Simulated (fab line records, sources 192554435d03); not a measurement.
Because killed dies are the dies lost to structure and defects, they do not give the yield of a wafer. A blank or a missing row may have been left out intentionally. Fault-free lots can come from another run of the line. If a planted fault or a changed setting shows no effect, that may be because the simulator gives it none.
What tool caused it? -- flow n5-finfet -- Sampling: 14 lots, 40 wafers, 3 of 1938 route steps

== WHAT EACH GAUGE READ, for each wafer ==
N5_BEOL_M11_OVL_MEAS_12.
lot,measured,on,M11_OVL (nm)
L107,day 10 14:55,overlay-01,-0.7 -1.1
L110,day 11 09:10,overlay-01,-0.7 0.1 0.0
L111,day 11 18:30,overlay-01,-1.3 0.1 -0.9
L112,day 12 06:16,overlay-01,1.7 -0.1 1.0
L115,day 12 11:42,overlay-02,-0.6 -0.4 -0.3
L113,day 12 12:35,overlay-01,0.7 1.2 0.8
L114,day 12 14:54,overlay-02,0.0 0.3 -1.3
L117,day 12 22:20,overlay-01,0.4 0.9 0.5
L116,day 13 05:26,overlay-02,0.5 0.4 -0.6
L118,day 13 17:48,overlay-01,0.5 0.3
L119,day 14 01:30,overlay-02,-0.9 0.0 -0.9
L126,day 15 08:48,overlay-02,- - -
L125,day 15 11:06,overlay-02,- - -
L129,day 16 00:03,overlay-02,-0.4 -0.5 -0.3

== TOOL THAT RAN EACH LOT (tool first, then ch and the chambers of the sampled wafers, then the start) ==
lot,N5_BEOL_M10_SURFACE_TREAT_76,N5_BEOL_M11_PEB_09
L107,"pvd-sputter-02, day 10 08:46","litho-track-04 ch 0, day 10 14:49"
L110,"pvd-sputter-01, day 11 06:11","litho-track-04 ch 0, day 11 09:04"
L111,"pvd-sputter-02, day 11 12:44","litho-track-02 ch 0, day 11 18:24"
L112,"pvd-sputter-02, day 12 02:56","litho-track-04 ch 0, day 12 06:10"
L115,"pvd-sputter-03, day 12 05:45","litho-track-03 ch 0, day 12 11:37"
L113,"pvd-sputter-03, day 12 07:11","litho-track-03 ch 0, day 12 12:29"
L114,"pvd-sputter-03, day 12 12:28","litho-track-03 ch 0, day 12 14:48"
L117,"pvd-sputter-02, day 12 18:20","litho-track-02 ch 0, day 12 22:14"
L116,"pvd-sputter-02, day 13 02:22","litho-track-04 ch 0, day 13 05:20"
L118,"pvd-sputter-03, day 13 12:19","litho-track-02 ch 0, day 13 17:43"
L119,"pvd-sputter-03, day 13 21:38","litho-track-03 ch 0, day 14 01:24"
L126,"pvd-sputter-02, day 15 05:36","litho-track-02, day 15 08:42"
L125,"pvd-sputter-01, day 15 07:23","litho-track-04, day 15 11:00"
L129,"pvd-sputter-01, day 15 18:43","litho-track-02 ch 0, day 15 23:55"
- N5_BEOL_M10_SURFACE_TREAT_76
- N5_BEOL_M11_PEB_09: peb time 60 s.

== WHAT THE TOOLS THEMSELVES READ (means of the sampled wafers that have a number; where no wafer has one, the mark that the record gives instead) ==
N5_BEOL_M11_PEB_09.
lot,tool,chill-plate-temp-C (C),exhaust-pa (Pa),resist-line-temp-C (C)
L107,litho-track-04,23.27,46.7,22.89
L110,litho-track-04,23.01,44.8,23.24
L111,litho-track-02,23.00,45.4,22.93
L112,litho-track-04,23.00,45.5,22.92
L115,litho-track-03,23.19,45.8,23.01
L113,litho-track-03,22.87,45.4,22.92
L114,litho-track-03,23.14,46.1,22.91
L117,litho-track-02,22.86,45.5,23.00
L116,litho-track-04,22.90,45.8,23.10
L118,litho-track-02,22.95,44.4,23.15
L119,litho-track-03,23.06,44.8,23.18
L126,litho-track-02,-,-,-
L125,litho-track-04,-,-,-
L129,litho-track-02,23.13,43.7,23.00

== THE ANSWER, worked out from the rows above alone ==
Rule: the usual values come from the lots themselves. Put in order of their means at a reading, lots are off if they are a third of the lots or fewer, leave a main group of 4 or more, and stand apart from it by a gap of 3 or more times the standard deviation of the main group's means; of several such gaps the widest counts. If all means in a main group match to the digits the tables above print for the reading, that group is not used. A lot without any number at a reading at which 4 lots or more have one is off too. All remaining lots with rows at the step are treated as sound. Order of review: gauges by route order, followed by the tools' own readings, for which a lot's mean as printed above is used. At the first step where some lot is off, the reading lying furthest off is the one used; lots without a number count as furthest.
Off: at N5_BEOL_M11_OVL_MEAS_12 (M11_OVL), L126, L125. Without a number there: L126, L125. The main group: mean -0.1 nm, standard deviation 0.59.
A tool fits if, at a process step before that reading, it ran every lot that is off, and no sound lot after the first of them. The gauges at N5_BEOL_M11_OVL_MEAS_12 aren't tried: what is off there is off at N5_BEOL_M11_PEB_09 too, on other tools, and a gauge's error can't cause that. None of those tried fits.

== WHAT THE SIMULATOR HAD PUT IN ==
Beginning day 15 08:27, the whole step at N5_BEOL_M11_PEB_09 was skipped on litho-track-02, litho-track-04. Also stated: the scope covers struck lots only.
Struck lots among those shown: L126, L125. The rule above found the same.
